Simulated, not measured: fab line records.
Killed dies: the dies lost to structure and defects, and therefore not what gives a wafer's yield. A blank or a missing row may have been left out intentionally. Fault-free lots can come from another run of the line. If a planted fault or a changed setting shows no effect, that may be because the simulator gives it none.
The same fault as seen by 3 desks | flow n5Finfet | every desk sees just its own numbers, and what lay behind them comes last

== FROM THE METROLOGY DESK ==
Lot by lot, what the gauges showed, no matter which tool ran the lot: averages of those sampled wafers that carry a number. Any lot whose mean is over 4 standard deviations away from the usual mean is out of limits and marked OUT; that distance is given in the brackets. 7 of its 12 readings are shown: the first one out of limits and those lying furthest out on some lot.
Columns: A = CJ_N at N5_BEOL_M4_RC_MEAS_101, usual 4.34; B = DIBL_P at N5_BEOL_M4_RC_MEAS_101, usual 36.2 mV/V; C = IOFF_N at N5_BEOL_M4_RC_MEAS_101, usual 0.157 nA/um; D = IOFF_P at N5_BEOL_M4_RC_MEAS_101, usual 0.206 nA/um; E = ION_N at N5_BEOL_M4_RC_MEAS_101, usual 673 uA/um; F = ION_P at N5_BEOL_M4_RC_MEAS_101, usual 461 uA/um; G = SS_N at N5_BEOL_M4_RC_MEAS_101, usual 71.5 mV/dec
lot  | first seen here | A               | B    | C     | D     | E   | F   | G
L453 | day 1 13:43     | 4.34            | 35.3 | 0.130 | 0.174 | 668 | 455 | 71.2
L454 | day 1 19:34     | 4.32            | 35.3 | 0.145 | 0.190 | 674 | 463 | 70.7
L456 | day 2 07:34     | 4.30            | 35.6 | 0.173 | 0.198 | 684 | 463 | 71.6
L457 | day 2 13:49     | 4.23            | 36.7 | 0.150 | 0.209 | 678 | 467 | 71.1
L463 | day 4 02:00     | 4.27            | 35.2 | 0.140 | 0.185 | 664 | 457 | 71.8
L467 | day 5 01:41     | 4.91 (+8.0) OUT | 36.1 | 0.182 | 0.254 | 683 | 472 | 71.4
L468 | day 5 07:54     | 4.37            | 35.1 | 0.145 | 0.220 | 666 | 463 | 71.5
L469 | day 5 13:54     | 4.93 (+8.3) OUT | 36.2 | 0.145 | 0.208 | 661 | 458 | 71.2
L471 | day 6 01:49     | 4.39            | 37.7 | 0.170 | 0.243 | 683 | 472 | 72.3
L476 | day 7 07:41     | 4.31            | 39.3 | 0.193 | 0.216 | 690 | 464 | 71.8
This desk finds L467, L469 out of limits, with the earliest case on L467 at day 11 11:57 (CJ_N at N5_BEOL_M4_RC_MEAS_101). L453, L454, L456, L457, L463, L468, L471, L476: within limits.

== TOOL OWNER'S DESK, implanter-01 ==
N5_WELL_APT_IMPLANT_32, tool's own readings: per-lot mean of the sampled wafers with a number, covering each lot this tool ran. Any lot whose mean is over 4 standard deviations away from the usual mean is out of limits and marked OUT; that distance is given in the brackets.
Columns: A = doseIonsCm2 at N5_WELL_APT_IMPLANT_32, usual 1.9999e+13; B = faradayCurrentUA at N5_WELL_APT_IMPLANT_32, usual 254
lot  | first seen here | A                            | B
L453 | day 1 15:15     | 2.0000e+13                   | 254
L456 | day 2 09:04     | 2.0011e+13                   | 256
L463 | day 4 03:39     | 1.9992e+13                   | 256
L467 | day 5 03:13     | 2.5708e+13 (+99 or more) OUT | 326 (+15) OUT
L469 | day 5 16:00     | 2.5670e+13 (+99 or more) OUT | 329 (+15) OUT
Finding of this desk: L467, L469 out of limits; the first was L467 at day 5 03:13, on doseIonsCm2 at N5_WELL_APT_IMPLANT_32. L453, L456, L463: within limits.

== THE DEFECT DESK ==
What the inspections along the route counted, lot by lot: means of the sampled wafers that have a number. Any lot whose mean is over 4 standard deviations away from the usual mean is out of limits and marked OUT; that distance is given in the brackets.
Columns: A = rawDefectCount at N5_ZERO_LAYER_INSPECT_20, usual 34
lot  | first seen here | A
L453 | day 1 13:25     | 41
L454 | day 1 19:15     | 34
L456 | day 2 07:16     | 29
L457 | day 2 13:23     | 43
L463 | day 4 01:34     | 32
L467 | day 5 01:16     | 35
L468 | day 5 07:28     | 34
L469 | day 5 13:35     | 43
L471 | day 6 01:23     | 46
L476 | day 7 07:23     | 35
Result from this desk: across the 10 lots, nothing is out of limits.

== TAKEN TOGETHER ==
An alarm could have come from the tool owner's desk at day 5 03:13, on L467, L469.
On L467, L469, the metrology desk was in a position to raise an alarm at day 11 11:57.
No out-of-limits result turned up at the defect desk.
The defect desk has L467, L469 on record, within its limits.
Of the lots named, all ran N5_WELL_APT_IMPLANT_32 on implanter-01.

== WHAT HAD BEEN PUT IN BY THE SIMULATOR ==
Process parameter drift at N5_WELL_APT_IMPLANT_32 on implanter-01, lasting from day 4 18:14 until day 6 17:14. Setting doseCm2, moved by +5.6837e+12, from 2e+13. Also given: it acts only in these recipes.
Struck lots among those shown: L467, L469.
Time in hours from fault onset to the first out-of-limits reading at each desk: tool owner's desk 9, metrology desk 162.
